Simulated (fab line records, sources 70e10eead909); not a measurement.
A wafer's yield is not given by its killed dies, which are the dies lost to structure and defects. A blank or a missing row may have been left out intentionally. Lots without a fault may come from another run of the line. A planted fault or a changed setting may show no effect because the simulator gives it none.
A single fault, viewed from 2 desks -- flow nand harc -- numbers are kept per desk, each desk with only its own; the story behind them comes last

THE DEFECT DESK
What the inspections along the route counted, lot by lot: means of the sampled wafers that have a number. Marked OUT: a lot whose mean sits more than 4 standard deviations from the usual mean, which makes it out of limits; the brackets give that distance.
Columns: A = raw defect count at NHARC_A_SGD_CUT_INSPECT_25, usual 303
lot,first seen here,A
L335,day 13 19:38,364
L337,day 14 09:32,346
L336,day 14 19:18,239
L340,day 14 19:19,317
L338,day 14 19:21,391
L342,day 15 05:01,193
L341,day 15 05:05,339
L343,day 15 23:20,266
L344,day 16 13:34,326
L345,day 17 07:01,423
L356,day 19 04:00,727 (+5.4) OUT
L357,day 19 04:01,265
This desk's finding: out of limits on L356; first on L356, day 19 04:00 (raw defect count at NHARC_A_SGD_CUT_INSPECT_25). In limits: L335, L337, L336, L340, L338, L342, L341, L343, L344, L345, L357.

AT THE METROLOGY DESK
What the gauges read, lot by lot, whatever tool the lot ran on: means of the sampled wafers that have a number. Marked OUT: a lot whose mean sits more than 4 standard deviations from the usual mean, which makes it out of limits; the brackets give that distance.
Columns: A = thk nm at NHARC_A_SGD_CUT_THK_MEAS_22, usual 148.0 nm
lot,first seen here,A
L335,day 13 19:05,148.5
L337,day 14 09:00,147.8
L336,day 14 18:36,147.3
L340,day 14 18:36,149.5
L338,day 14 18:40,148.2
L341,day 15 04:34,147.4
L342,day 15 04:34,146.6
L343,day 15 22:52,146.5
L344,day 16 13:06,147.6
L345,day 17 06:31,148.6
L357,day 19 03:31,148.2
L356,day 19 03:32,149.0
This desk found nothing out of limits on any of the 12 lots.

BROUGHT TOGETHER
The defect desk could have raised an alarm at day 19 04:00, on L356.
From the metrology desk's view, nothing was out of limits.
The metrology desk has L356 on record, within its limits.
On wet bench-02, each named lot ran NHARC_A_SGD_CUT_ETCH_26.

WHAT WAS PUT IN BY THE SIMULATOR
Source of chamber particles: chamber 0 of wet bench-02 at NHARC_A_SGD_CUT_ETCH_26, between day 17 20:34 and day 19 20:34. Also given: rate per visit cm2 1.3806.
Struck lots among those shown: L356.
Hours from the fault's start to each desk's first reading out of limits: the defect desk, 31.
